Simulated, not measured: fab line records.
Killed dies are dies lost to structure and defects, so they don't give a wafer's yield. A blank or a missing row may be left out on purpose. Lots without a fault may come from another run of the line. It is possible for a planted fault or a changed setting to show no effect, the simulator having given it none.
Chamber matching || flow n5Finfet || 4 sister chambers for N5_MOL_CONTACT_COAG_ALD_133 on aldSin-04
The step deposits SiO2, target thk 5 nm, pulse time 1 s, co reactant pulse time 1 s. 4 wafers are shown with their chamber, then 6 later ones without.

== WAFERS PAIRED WITH THEIR CHAMBERS ==
{"wafer": "L381.2", "chamber": 1, "heaterPowerW (W)": 72}
{"wafer": "L383.1", "chamber": 2, "heaterPowerW (W)": 84}
{"wafer": "L384.2", "chamber": 3, "heaterPowerW (W)": 62}
{"wafer": "L384.4", "chamber": 0, "heaterPowerW (W)": 89}

== WAFERS WHOSE CHAMBER IS MISSING ==
{"wafer": "L387.1", "heaterPowerW (W)": 83}
{"wafer": "L387.4", "heaterPowerW (W)": 87}
{"wafer": "L387.6", "heaterPowerW (W)": 63}
{"wafer": "L392.1", "heaterPowerW (W)": 87}
{"wafer": "L392.4", "heaterPowerW (W)": 61}
{"wafer": "L392.5", "heaterPowerW (W)": 81}

== EACH ONE'S CHAMBER ==
{"wafer": "L387.1", "from the rows above": 2, "in truth": 2}
{"wafer": "L387.4", "from the rows above": "can't be placed: 0 or 2", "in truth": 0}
{"wafer": "L387.6", "from the rows above": 3, "in truth": 3}
{"wafer": "L392.1", "from the rows above": "can't be placed: 0 or 2", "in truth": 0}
{"wafer": "L392.4", "from the rows above": 3, "in truth": 3}
{"wafer": "L392.5", "from the rows above": 2, "in truth": 2}
Correct placement for 4 of the 6. Can't be placed from these rows: 2 (the true chamber is among the candidates in 2). Placed wrongly: 0.
How it was worked out, from the rows above alone: a wafer's distance from a chamber is the root of the sum, over the readings, of the square of ((its reading less the chamber's mean) divided by the reading's scatter). If the next closest chamber is less than 2 further off than the closest, the wafer can't be placed; otherwise it belongs to the closest. The mean given for a chamber averages the wafers shown for that chamber. The scatter: root of mean squared gap, hidden wafer to nearest shown wafer, with one shown wafer a chamber.
